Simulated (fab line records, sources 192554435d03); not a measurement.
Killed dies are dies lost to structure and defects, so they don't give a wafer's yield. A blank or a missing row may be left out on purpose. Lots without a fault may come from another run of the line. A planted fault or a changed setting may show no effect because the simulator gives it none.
A struck lot beside a sound one | flow n5_finfet | 16 steps out of a route of 1938
Sound: wafers L151.1, L151.3, L151.4. Struck: wafer L159.6. (L159.4 of the same lot was not struck and is left out.) The cause comes at the end.
At each step with rows: each side's tool, then ch and its chambers, then its first start. Under that, the readings that differ: sound wafers | struck wafers | difference of the means | sigmas: that difference in standard deviations of wafers without a fault.
alike: readings whose means differ by less than 2 such deviations, and words and numbers that are the same on both sides. not compared: withheld readings, readings that some wafer has no value for, bounds like >300 that may hide the same value, and numbers for which the record gives no deviation and whose values overlap.
The two part at a step that has a row with sigmas, a row that says differs or no value, or rows on one side only. Numbers that don't overlap but have no deviation are shown without sigmas and don't part them. A reading that every wafer of one side lacks parts them only if that side has two wafers or more.

first, 8 steps without rows for these wafers: N5_SDB_COAT_03 (time 60 s, resist thk 100 nm); N5_SDB_COAT_04 (time 60 s, resist thk 18 nm); N5_SDB_COAT_05 (resist thk 90 nm); N5_SDB_EBR_07; N5_SDB_SOFTBAKE_06 (time 60 s); N5_SDB_EXPOSE_08 (exposes mask SDB); N5_SDB_PEB_09 (peb time 60 s); N5_SDB_DEVELOP_10 (develop time 30 s).
N5_SDB_CD_MEAS_11: target cd 50 nm.
  sound on cd_sem-03 ch 0, day 5 12:24; struck on cd_sem-01 ch 0, day 7 12:37
  alike: cd_nm
N5_SDB_OVL_MEAS_12:
  sound on overlay-01 ch 0, day 5 12:26; struck on overlay-01 ch 0, day 7 12:38
  reading      | sound          | struck | difference | sigmas
  SDB_OVL (nm) | -0.1 -1.1 -0.8 | 0.9    | +1.6       | +2
N5_SDB_INSPECT_13: inspects for defects (brightfield).
  sound on defect_inspect-01, day 5 12:28; struck on defect_inspect-01, day 7 12:40
  alike: raw_defect_count
N5_SDB_DESCUM_16: chemistry O2, time 7.9 s.
  sound on rie_diel-01 ch 0,1,3, day 5 12:29; struck on rie_diel-01 ch 0, day 7 12:41
  alike: chamber_pressure_mTorr, drypump_motor_current_A, oes_product_au, rf_vpp_V, showerhead_plenum_p_Torr, throttle_valve_pct
  not compared: rf_hours_counter_h
N5_SDB_ETCH_17: etches SiARC in CF4, target depth 23.4 nm, time 39 s.
  sound on rie_diel-01 ch 0,1,3, day 5 12:32; struck on rie_diel-01 ch 0, day 7 12:44
  reading               | sound          | struck | difference | sigmas
  etch_rf_on_time_s (s) | 39.3 38.3 38.5 | 70.2   | +31.5      | +64
  oes_product_au (a.u.) | 0.77 0.69 0.67 | 0.58   | -0.13      | -2
  alike: chamber_pressure_mTorr, drypump_motor_current_A, rf_vpp_V, showerhead_plenum_p_Torr, throttle_valve_pct
  not compared: rf_hours_counter_h
N5_SDB_ETCH_18: etches SOC in N2/H2, target depth 100 nm, overetch 20 nm, time 150 s.
  sound on rie_diel-01 ch 0,1,3, day 5 12:34; struck on rie_diel-01 ch 0, day 7 12:46
  alike: chamber_pressure_mTorr, drypump_motor_current_A, oes_product_au, rf_vpp_V, showerhead_plenum_p_Torr, throttle_valve_pct
  not compared: rf_hours_counter_h
-- the record jumps here: 6 days lie between the struck wafers' starts before and after (it left off in module SDB and takes up again in module BEOL_M4, whose first step shown is number 1111 of the route) --
N5_BEOL_M4_RC_MEAS_101:
  sound on prober-01 ch 0, day 10 17:01; struck on prober-02 ch 0, day 13 09:08
  reading        | sound             | struck | difference | sigmas
  IOFF_N (nA/um) | 0.144 0.161 0.152 | 0.201  | +0.049     | +2
  IOFF_P (nA/um) | 0.185 0.192 0.184 | 0.270  | +0.083     | +3
  VT_P (mV)      | -252 -252 -255    | -246   | +7         | +2
  alike: DIBL_N, DIBL_P, ION_N, ION_P, SS_N, SS_P, VT_N
-- the record jumps here: 4 days lie between the struck wafers' starts before and after (it left off in module BEOL_M4 and takes up again in module PASSIVATION, whose first step shown is number 1936 of the route) --
N5_PASSIVATION_PROBE_49:
  sound on prober-02, day 14 17:15; struck on prober-01, day 17 19:26
  alike: defect_limited_yield, killed_at_M0_to_M3, killed_at_M4_up, killed_at_contacts, killed_at_front_end, killed_at_other, killed_dies, killed_open, killed_short, sort_bin_5_function, sort_bin_6_memory, sort_n_pass, sort_yield_pct

WHERE THEY PART
First at N5_SDB_OVL_MEAS_12; last, within this record, at N5_BEOL_M4_RC_MEAS_101. Later steps at which nothing parts them and some readings are alike: N5_PASSIVATION_PROBE_49.

WHY: what the simulator had put in
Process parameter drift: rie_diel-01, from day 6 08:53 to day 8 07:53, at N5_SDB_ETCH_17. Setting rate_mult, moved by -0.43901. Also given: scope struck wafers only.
